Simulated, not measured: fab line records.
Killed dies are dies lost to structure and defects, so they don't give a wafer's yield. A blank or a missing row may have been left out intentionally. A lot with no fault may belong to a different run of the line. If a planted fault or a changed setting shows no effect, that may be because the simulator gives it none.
Lot-split experiment	flow n5Finfet	21 wafers read from 7 lots, route of 1938 steps

== THE SPLIT ==
At N5_HKMG_FIN_DEVELOP_48 (develop time 30 s), the setting developTimeS was moved away from the recipe's 30 s on 10 of the 21 wafers read, by -22.4% to +21.3%. The other wafers ran this setting at the recipe's value.

Between the split and the reading, the file records no step.

== THE READING ==
At N5_HKMG_FIN_CD_MEAS_49: cdNm in nanometres, against a target cd of 202 nm. Typical for fault-free wafers on this fab line: 202.4 nm, with standard deviation 0.5 nm.

wafer	tool, chamber at the split	developTimeS as run, s	against the recipe	cdNm, nm	against lot-mates on the recipe
L080.2	lithoTrack-03, 0	26.49	-11.7%	201.4	-0.9
L080.3	lithoTrack-03, 0	26.49	-11.7%	201.2	-1.1
L080.6	lithoTrack-03, 0	30	recipe	202.3	-
L084.1	lithoTrack-04, 0	27.33	-8.9%	201.4	-0.6
L084.4	lithoTrack-04, 0	27.33	-8.9%	201.6	-0.4
L084.5	lithoTrack-04, 0	30	recipe	202.0	-
L086.2	lithoTrack-03, 0	24.16	-19.5%	201.4	-1.4
L086.3	lithoTrack-03, 0	24.16	-19.5%	201.3	-1.5
L086.5	lithoTrack-03, 0	30	recipe	202.8	-
L087.4	lithoTrack-03, 0	30	recipe	202.0	-
L087.5	lithoTrack-03, 0	36.38	+21.3%	202.4	+0.4
L087.6	lithoTrack-03, 0	36.38	+21.3%	202.8	+0.8
L088.1	lithoTrack-03, 0	30	recipe	201.8	-
L088.4	lithoTrack-03, 0	23.29	-22.4%	201.3	-0.8
L088.5	lithoTrack-03, 0	30	recipe	202.4	-
L091.1	lithoTrack-02, 0	30	recipe	202.2	-
L091.3	lithoTrack-02, 0	30	recipe	202.6	-
L091.6	lithoTrack-02, 0	30	recipe	202.1	-
L096.1	lithoTrack-04, 0	30	recipe	202.0	-
L096.5	lithoTrack-04, 0	30	recipe	202.5	-
L096.6	lithoTrack-04, 0	23.79	-20.7%	201.4	-0.8

THE FIT
A straight line over all 21 wafers: cdNm changes by +0.0368 nm for each +1% of developTimeS; r = +0.81; the points scatter about the line by 0.31 nm.
The same after taking each lot's own level away (the mean of its wafers on the recipe; 21 wafers): +0.0462 nm for each +1%; r = +0.88; scatter 0.29 nm.
On that fit, the largest move of developTimeS shifts the reading by 1 nm.
Measured against the standard deviation above, the lots' own levels, which go from 202.00 to 202.80 nm, span 1.6 times it.
Hence the slope depends on the lot-to-lot level, as the two fits are not the same.
Check: for one of the wafers moved furthest among these (-22.4%), held out of the fit, the line's prediction against its lot-mates is -1.23 nm. It came out at -0.8 nm against them.

== THE OTHER SPLITS THESE WAFERS WENT THROUGH ==
Other splits were also applied to these wafers ahead of the reading. Each is held against what the fit with the lots' levels taken away leaves over:
other split on the same wafers	wafers away from the commonest value	r with cdNm (lot level and that fit taken away)
N5_SD_EPI_P_EPI_21 timeS	7	+0.35

== FILE'S OWN FIT ==
cdNm changes by +0.0477 nm for each +1% of developTimeS, r = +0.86.
